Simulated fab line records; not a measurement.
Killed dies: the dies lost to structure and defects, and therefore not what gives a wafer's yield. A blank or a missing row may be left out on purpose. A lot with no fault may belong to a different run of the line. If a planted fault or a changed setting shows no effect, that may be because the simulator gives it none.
Split-lot study || flow n5Finfet || 7 lots, 21 wafers read, on a route of 1938 steps

## ON THE SPLIT
At N5_DUMMY_GATE_EXPOSE_12 (exposes mask GATE, target cd 25 nm), the setting doseMj was moved away from the recipe's 34 on 6 of the 21 wafers read, by -6.2% to +6.4%. This setting was run at the recipe's value on the other wafers.

## FROM THE SPLIT TO THE READING: what the file shows between them, 2 steps
- N5_DUMMY_GATE_PEB_13: peb time 60 s
- N5_DUMMY_GATE_DEVELOP_14: develop time 30 s

## THE READING
At N5_DUMMY_GATE_CD_MEAS_15: cdNm in nanometres, against a target cd of 25.8 nm. A value of 24.98 nm with a standard deviation of 0.21 nm is what fault-free wafers of this fab line usually give.

{"wafer": "L075.1", "tool, chamber at the split": "euvScanner-02, 0", "doseMj as run": 34, "against the recipe": "recipe", "cdNm, nm": 25.26, "against lot-mates on the recipe": "-"}
{"wafer": "L075.2", "tool, chamber at the split": "euvScanner-02, 0", "doseMj as run": 32.22, "against the recipe": "-5.2%", "cdNm, nm": 26.11, "against lot-mates on the recipe": "+0.85"}
{"wafer": "L075.4", "tool, chamber at the split": "euvScanner-02, 0", "doseMj as run": 32.22, "against the recipe": "-5.2%", "cdNm, nm": 25.79, "against lot-mates on the recipe": "+0.53"}
{"wafer": "L084.4", "tool, chamber at the split": "euvScanner-01, 0", "doseMj as run": 34, "against the recipe": "recipe", "cdNm, nm": 25.06, "against lot-mates on the recipe": "-"}
{"wafer": "L084.5", "tool, chamber at the split": "euvScanner-01, 0", "doseMj as run": 31.89, "against the recipe": "-6.2%", "cdNm, nm": 26.55, "against lot-mates on the recipe": "+1.46"}
{"wafer": "L084.6", "tool, chamber at the split": "euvScanner-01, 0", "doseMj as run": 34, "against the recipe": "recipe", "cdNm, nm": 25.13, "against lot-mates on the recipe": "-"}
{"wafer": "L085.1", "tool, chamber at the split": "euvScanner-01, 0", "doseMj as run": 34, "against the recipe": "recipe", "cdNm, nm": 24.59, "against lot-mates on the recipe": "-"}
{"wafer": "L085.3", "tool, chamber at the split": "euvScanner-01, 0", "doseMj as run": 34, "against the recipe": "recipe", "cdNm, nm": 24.95, "against lot-mates on the recipe": "-"}
{"wafer": "L085.4", "tool, chamber at the split": "euvScanner-01, 0", "doseMj as run": 34, "against the recipe": "recipe", "cdNm, nm": 24.98, "against lot-mates on the recipe": "-"}
{"wafer": "L089.1", "tool, chamber at the split": "euvScanner-01, 0", "doseMj as run": 34, "against the recipe": "recipe", "cdNm, nm": 25.61, "against lot-mates on the recipe": "-"}
{"wafer": "L089.4", "tool, chamber at the split": "euvScanner-01, 0", "doseMj as run": 34, "against the recipe": "recipe", "cdNm, nm": 25.21, "against lot-mates on the recipe": "-"}
{"wafer": "L089.5", "tool, chamber at the split": "euvScanner-01, 0", "doseMj as run": 34, "against the recipe": "recipe", "cdNm, nm": 25.09, "against lot-mates on the recipe": "-"}
{"wafer": "L090.1", "tool, chamber at the split": "euvScanner-01, 0", "doseMj as run": 34, "against the recipe": "recipe", "cdNm, nm": 24.97, "against lot-mates on the recipe": "-"}
{"wafer": "L090.2", "tool, chamber at the split": "euvScanner-01, 0", "doseMj as run": 34, "against the recipe": "recipe", "cdNm, nm": 24.99, "against lot-mates on the recipe": "-"}
{"wafer": "L090.3", "tool, chamber at the split": "euvScanner-01, 0", "doseMj as run": 34, "against the recipe": "recipe", "cdNm, nm": 24.86, "against lot-mates on the recipe": "-"}
{"wafer": "L091.1", "tool, chamber at the split": "euvScanner-01, 0", "doseMj as run": 36.08, "against the recipe": "+6.1%", "cdNm, nm": 23.87, "against lot-mates on the recipe": -1.18}
{"wafer": "L091.2", "tool, chamber at the split": "euvScanner-01, 0", "doseMj as run": 34, "against the recipe": "recipe", "cdNm, nm": 25.05, "against lot-mates on the recipe": "-"}
{"wafer": "L091.6", "tool, chamber at the split": "euvScanner-01, 0", "doseMj as run": 36.08, "against the recipe": "+6.1%", "cdNm, nm": 23.91, "against lot-mates on the recipe": -1.14}
{"wafer": "L097.2", "tool, chamber at the split": "euvScanner-01, 0", "doseMj as run": 34, "against the recipe": "recipe", "cdNm, nm": 24.47, "against lot-mates on the recipe": "-"}
{"wafer": "L097.3", "tool, chamber at the split": "euvScanner-01, 0", "doseMj as run": 34, "against the recipe": "recipe", "cdNm, nm": 24.79, "against lot-mates on the recipe": "-"}
{"wafer": "L097.4", "tool, chamber at the split": "euvScanner-01, 0", "doseMj as run": 36.18, "against the recipe": "+6.4%", "cdNm, nm": 23.59, "against lot-mates on the recipe": -1.04}

FIT RESULTS
A straight line over all 21 wafers: cdNm changes by -0.202 nm for each +1% of doseMj; r = -0.93; the points scatter about the line by 0.26 nm.
The same after taking each lot's own level away (the mean of its wafers on the recipe; 21 wafers): -0.177 nm for each +1%; r = -0.96; scatter 0.18 nm.
Per that fit: largest doseMj move, reading shift of 1.1 nm.
Measured against the standard deviation above, the lots' own levels, which go from 24.630 to 25.303 nm, span 3.2 times it.
So the slope is not independent of the lot-to-lot level: the two fits are not the same.
Check: -1.18 nm against its lot-mates is what the line predicts for one of the wafers moved furthest among these (+6.4%) when that wafer is left out of the fit. Against them it came out at -1.04 nm.

## THESE WAFERS: OTHER SPLITS
Note: prior to the reading, these wafers also went through further splits. Each is held against what the fit with the lots' levels taken away leaves over:
{"other split on the same wafers": "N5_ZERO_LAYER_ETCH_18 icpW", "wafers away from the commonest value": 10, "r with cdNm (lot level and that fit taken away)": "+0.18"}
{"other split on the same wafers": "N5_WELL_APT_COAT_02 spinRpm", "wafers away from the commonest value": 10, "r with cdNm (lot level and that fit taken away)": -0.40}
{"other split on the same wafers": "N5_WELL_APT_EXPOSE_22 doseMj", "wafers away from the commonest value": 5, "r with cdNm (lot level and that fit taken away)": "+0.29"}
{"other split on the same wafers": "N5_WELL_APT_PEB_23 pebTempC", "wafers away from the commonest value": 3, "r with cdNm (lot level and that fit taken away)": "+0.24"}
{"other split on the same wafers": "N5_FIN_SAQP_SPACER1_ALD_24 aldCycles", "wafers away from the commonest value": 5, "r with cdNm (lot level and that fit taken away)": -0.10}
{"other split on the same wafers": "N5_FIN_CUT_EXPOSE_05 doseMj", "wafers away from the commonest value": 10, "r with cdNm (lot level and that fit taken away)": -0.15}

## THE FILE'S OWN FIT
cdNm changes by -0.182 nm for each +1% of doseMj, r = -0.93.
